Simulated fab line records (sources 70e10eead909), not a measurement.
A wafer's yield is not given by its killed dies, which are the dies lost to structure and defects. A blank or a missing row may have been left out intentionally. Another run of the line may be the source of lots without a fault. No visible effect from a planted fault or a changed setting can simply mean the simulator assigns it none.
Code-filled problem report in 8D (eight disciplines) form	flow nand-harc	the parts of the form that need people (team, actions taken, sign-off) are left out

1. PROBLEM STATEMENT
Wafers without a fault read 0.26 %, standard deviation 0.22; sort_bin_3_pct at NHARC_END_SORT_01 reads a mean of 4.38 % on 6 wafers belonging to 2 lots. That is +19 standard deviations from the usual mean.
Earliest sighting: wafer L388.1 on prober-01 at day 20 02:56. The record has a number at this step for 6 wafers belonging to 2 lots. The rule behind "out" and "out of limits": a value lying over 4 standard deviations away from the usual mean. Any other wafer with a number is counted as sound.

2. WHAT THIS IS AND IS NOT
question	is	is not
which readings at this step	sort_bin_3_pct	killed-at-other, killed-at-periphery, killed-open
which lots	L383, L388	-
which wafers of those lots	all that have a number	-
read on which gauges	prober-01	-
when	from day 20 02:56	up to then (0 sound wafers)

3. SUSPECTS, AND WHAT RULES EACH OUT
Counting: a tool stays on the suspect list if, at a process step up to the reading, it processed all lots that are out and no sound lot following the first of them.
- the gauge at NHARC_END_SORT_01: kept. All the wafers that are out were read on prober-01, and no step on other tools shows them out.
- wet-bench-10 at NHARC_A_M1_STRIP_19 (strips in post etch residue remover, time 600 s): kept. It ran every lot that is out, first L383 (day 18 04:51), and no sound lot after that.
- pecvd-03 at NHARC_A_M1_PRE_CLEAN_32 (time 12 s): kept. It ran every lot that is out, first L383 (day 18 06:52), and no sound lot after that.
- pecvd-03 at NHARC_A_M1_DEP_33 (deposits SiCN, target thk 30 nm): kept. It ran every lot that is out, first L383 (day 18 07:00), and no sound lot after that.
Left after counting: wet-bench-10 at NHARC_A_M1_STRIP_19, pecvd-03 at NHARC_A_M1_PRE_CLEAN_32, pecvd-03 at NHARC_A_M1_DEP_33, prober-01 at NHARC_END_SORT_01.

4. THE CAUSE (what the simulator had put in)
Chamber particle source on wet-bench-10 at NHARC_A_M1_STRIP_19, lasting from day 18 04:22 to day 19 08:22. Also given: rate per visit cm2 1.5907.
Counting left 4 suspects, and this tool is among them.

5. THE CHAIN OF EFFECTS, in route order
Each row: a reading whose mean over the struck wafers that have a number lies more than 3 standard deviations from the usual. Scope: only readings with a usual standard deviation given in the record; hours: median across lots of the time from each lot's start at the first step in this table that gives one to its start at this step; sigmas: change in usual standard deviations.
hours	step	reading	usual	on struck wafers	change	sigmas
0	NHARC_END_SORT_01	defect-limited-yield	95.2 %	86.5	-8.7	-5.4
0	NHARC_END_SORT_01	killed-at-array	29	88	+60	+5.4
0	NHARC_END_SORT_01	killed-dies	32	92	+60	+5.4
0	NHARC_END_SORT_01	sort_bin_2_pct	1.5 %	5.0	+3.5	+5.0
0	NHARC_END_SORT_01	sort_bin_3_pct	0.26 %	4.38	+4.12	+19
0	NHARC_END_SORT_01	sort-n-pass	645	586	-60	-5.4
0	NHARC_END_SORT_01	sort-yield-pct	95.2 %	86.5	-8.7	-5.4

6. WHAT WOULD HAVE CAUGHT IT SOONER
The first out-of-limits reading at a measuring or inspecting step in this record came at day 20 02:56, 47 hours after the fault's start at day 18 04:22.
All the lots that are out (2) had begun NHARC_A_M1_STRIP_19 on wet-bench-10 by day 20 02:56. None of them would have been spared by holding the tool at that moment.
